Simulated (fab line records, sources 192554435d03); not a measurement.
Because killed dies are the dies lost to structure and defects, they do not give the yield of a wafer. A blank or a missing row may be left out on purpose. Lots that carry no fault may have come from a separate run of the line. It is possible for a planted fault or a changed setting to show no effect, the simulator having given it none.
Matching of chambers ; flow n5_finfet ; N5_DUMMY_GATE_ETCH_29 on rie_diel-05 has 4 sister chambers
The step etches underlayer in N2/H2, target depth 13 nm. 4 wafers are shown with their chamber, then 10 later ones without.

## WAFERS PAIRED WITH THEIR CHAMBERS
wafer;chamber;showerhead_plenum_p_Torr (Torr)
L084.4;1;2.50
L084.5;2;2.63
L091.1;3;2.50
L091.4;0;2.54

## WAFERS WITHOUT THEIR CHAMBER
wafer;showerhead_plenum_p_Torr (Torr)
L091.6;2.63
L093.3;2.50
L093.4;2.49
L093.6;2.50
L094.1;2.50
L094.4;2.63
L094.6;2.49
L097.1;2.53
L097.4;2.49
L097.6;2.53

## THE CHAMBER EACH PASSED THROUGH
wafer;from the rows above;in truth
L091.6;2;2
L093.3;can't be placed: 1 or 3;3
L093.4;can't be placed: 1 or 3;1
L093.6;can't be placed: 1 or 3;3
L094.1;can't be placed: 1 or 3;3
L094.4;2;2
L094.6;can't be placed: 1 or 3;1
L097.1;0;0
L097.4;can't be placed: 1 or 3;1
L097.6;0;0
Correctly placed: 4 of 10. Not placeable from these rows: 6 (in 6, the candidates include the true chamber). Wrongly placed: 0.
How it was worked out, from the rows above alone: a wafer's distance from a chamber is the root of the sum, over the readings, of the square of ((its reading less the chamber's mean) divided by the reading's scatter). If the next closest chamber is less than 2 further off than the closest, the wafer can't be placed; otherwise it belongs to the closest. The mean given for a chamber averages the wafers shown for that chamber. The scatter: root of mean squared gap, hidden wafer to nearest shown wafer, with one shown wafer a chamber.
